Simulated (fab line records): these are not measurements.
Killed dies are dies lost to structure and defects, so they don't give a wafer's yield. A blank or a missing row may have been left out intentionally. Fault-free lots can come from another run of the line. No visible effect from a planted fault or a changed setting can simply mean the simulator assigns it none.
Comparing a struck lot with a sound one :: flow n5-finfet :: 19 steps out of a route of 1938
Sound: these wafers, L353.2, L353.3, L353.5. Struck: wafers L356.1, L356.4. (L356.3 of the same lot was not struck and is left out.) The cause comes at the end.
At each step with rows: each side's tool, then ch and its chambers, then its first start. Under that, the readings that differ: sound wafers :: struck wafers :: difference of the means :: sigmas: that difference in standard deviations of wafers without a fault.
alike: readings with means less than 2 such deviations apart, plus words and numbers identical on both sides. not compared: withheld readings, readings lacking a value on some wafer, bounds such as >300 that could conceal the same value, and numbers that have no deviation in the record and whose values overlap.
A row with sigmas, a row that says differs or no value, or rows on one side alone: a step with any of these is where the two part. When numbers do not overlap yet have no deviation, they are printed without sigmas and do not part them. A reading that every wafer of one side lacks parts them only if that side has two wafers or more.

first, 7 steps without rows for these wafers: N5_SD_EPI_N_COAT_33 (time 60 s, resist thk 35 nm); N5_SD_EPI_N_COAT_03 (resist thk 150 nm); N5_SD_EPI_N_EBR_05; N5_SD_EPI_N_SOFTBAKE_04 (time 60 s); N5_SD_EPI_N_EXPOSE_06 (exposes mask SD N BLK, target cd 120 nm); N5_SD_EPI_N_PEB_07 (peb time 60 s); N5_SD_EPI_N_DEVELOP_08 (develop time 30 s).
N5_SD_EPI_N_CD_MEAS_09: target cd 120 nm.
  sound on cd-sem-03 ch 0, day 4 00:46; struck on cd-sem-03 ch 0, day 4 20:30
  alike: cd-nm
N5_SD_EPI_N_OVL_MEAS_10:
  sound on overlay-02 ch 0, day 4 00:48; struck on overlay-02 ch 0, day 4 20:32
  alike: SD_N_BLK_OVL
N5_SD_EPI_N_INSPECT_11: inspects for defects (macro).
  sound: defect-inspect-01 at day 4 00:49; struck: defect-inspect-01 at day 4 20:33
  alike: raw-defect-count
N5_SD_EPI_N_DESCUM_14: chemistry O2, time 7.9 s.
  sound on rie-diel-01 ch 2,3, day 4 00:52; struck on rie-diel-02 ch 0, day 4 20:35
reading: drypump-motor-current-A (A)
sound: 5.1 4.9 4.9
struck: 6.2 6.2
difference: +1.2
sigmas: +2

reading: rf-vpp-V (V)
sound: 241.6 241.9 239.9
struck: 242.6 246.4
difference: +3.4
sigmas: +2
  alike: oes-product-au, showerhead-plenum-p-Torr, throttle-valve-pct
  not compared: rf-hours-counter-h
N5_SD_EPI_N_ETCH_34: etches SiARC in CF4, target depth 45.5 nm, time 75.8 s.
  sound on rie-diel-01 ch 2,3, day 4 00:53; struck on rie-diel-02 ch 0, day 4 20:37
reading: drypump-motor-current-A (A)
sound: 5.1 4.9 4.9
struck: 6.3 6.2
difference: +1.3
sigmas: +3

reading: rf-vpp-V (V)
sound: 183.9 180.7 182.7
struck: 184.7 186.0
difference: +2.9
sigmas: +2

reading: showerhead-plenum-p-Torr (Torr)
sound: 2.12 2.05 2.05
struck: 2.23 2.23
difference: +0.16
sigmas: +2
  alike: etch-rf-on-time-s, oes-product-au, throttle-valve-pct
  not compared: rf-hours-counter-h
N5_SD_EPI_N_ETCH_35: etches SOC in N2/H2, overetch 108 nm, time 486 s.
  sound on rie-diel-01 ch 2,3, day 4 00:57; struck on rie-diel-02 ch 0, day 4 20:41
reading: drypump-motor-current-A (A)
sound: 5.1 4.9 4.9
struck: 6.2 6.3
difference: +1.3
sigmas: +3

reading: oes-product-au (a.u.)
sound: 0.81 0.66 0.66
struck: 0.56 0.56
difference: -0.15
sigmas: -2

reading: model.SD_EPI_N.cd-nm (nm)
sound: 121 119 120.2
struck: 124.8 125.4
difference: +5.0
sigmas: 

reading: model.SiARC_of_SD_EPI_N_COAT_33.thk-nm (nm)
sound: 19.4 19.6 19.6
struck: 14.4 14.6
difference: -5.0
sigmas: 
  alike: rf-vpp-V, showerhead-plenum-p-Torr, throttle-valve-pct
  not compared: rf-hours-counter-h
then, 1 step without rows for these wafers: N5_SD_EPI_N_STRIP_36 (strips in N2/H2).
N5_SD_EPI_N_ETCHBACK_44: etches SiNx in CH3F/O2, stops on SiO2, target depth 14.5 nm.
  sound on rie-diel-01 ch 2,3, day 4 01:16; struck on rie-diel-02 ch 0, day 4 21:00
reading: drypump-motor-current-A (A)
sound: 5.1 4.9 4.9
struck: 6.2 6.2
difference: +1.2
sigmas: +2

reading: oes-product-au (a.u.)
sound: 0.77 0.64 0.63
struck: 0.49 0.49
difference: -0.19
sigmas: -3
  alike: rf-vpp-V, showerhead-plenum-p-Torr, throttle-valve-pct
  not compared: rf-hours-counter-h
N5_SD_EPI_N_ETCH_45: etches SiOCN in CH3F/O2, target depth 6 nm.
  sound on rie-diel-01 ch 2,3, day 4 01:22; struck on rie-diel-02 ch 0, day 4 21:06
reading: drypump-motor-current-A (A)
sound: 5.1 4.9 4.9
struck: 6.2 6.2
difference: +1.2
sigmas: +2
  alike: oes-product-au, rf-vpp-V, showerhead-plenum-p-Torr, throttle-valve-pct
  not compared: rf-hours-counter-h
N5_SD_EPI_N_ETCH_16: etches SiO2 in CHF3/O2, target depth 5 nm.
  sound on rie-diel-01 ch 2,3, day 4 01:28; struck on rie-diel-02 ch 0, day 4 21:12
reading: drypump-motor-current-A (A)
sound: 5.1 4.9 4.9
struck: 6.3 6.2
difference: +1.3
sigmas: +3

reading: model.SD_EPI_N.cd-nm (nm)
sound: 121 119.2 120.2
struck: 124.6 125.2
difference: +4.8
sigmas: 

reading: model.SiARC_of_SD_EPI_N_COAT_33.thk-nm (nm)
sound: 11.8 12.2 12.4
struck: 7.2 7.4
difference: -4.8
sigmas: 
  alike: oes-product-au, rf-vpp-V, showerhead-plenum-p-Torr, throttle-valve-pct
  not compared: rf-hours-counter-h
then, 1 step without rows for these wafers: N5_SD_EPI_N_STRIP_47 (strips in CHF3/O2).
-- here the record skips 5 days between the struck wafers' starts before and after, leaving off in module SD_EPI_N and picking up in module BEOL_M4 (first step shown: number 1111 of the route) --
N5_BEOL_M4_RC_MEAS_101:
  sound on prober-02 ch 0, day 9 15:13; struck on prober-02 ch 0, day 10 00:52
reading: IOFF_P (nA/um)
sound: 0.20 0.23 0.22
struck: 0.31 0.28
difference: +0.08
sigmas: +2

reading: VT_N (mV)
sound: 250 249 251
struck: 242 246
difference: -6
sigmas: -2

reading: VT_P (mV)
sound: -248.2 -246.7 -246.8
struck: -241.3 -241.1
difference: +6.0
sigmas: +2
  alike: DIBL_N, DIBL_P, IOFF_N, ION_N, ION_P, SS_N, SS_P

## WHERE THEY PART
Earliest at N5_SD_EPI_N_DESCUM_14; latest, in this record, at N5_BEOL_M4_RC_MEAS_101.

WHY: whatever the simulator had introduced
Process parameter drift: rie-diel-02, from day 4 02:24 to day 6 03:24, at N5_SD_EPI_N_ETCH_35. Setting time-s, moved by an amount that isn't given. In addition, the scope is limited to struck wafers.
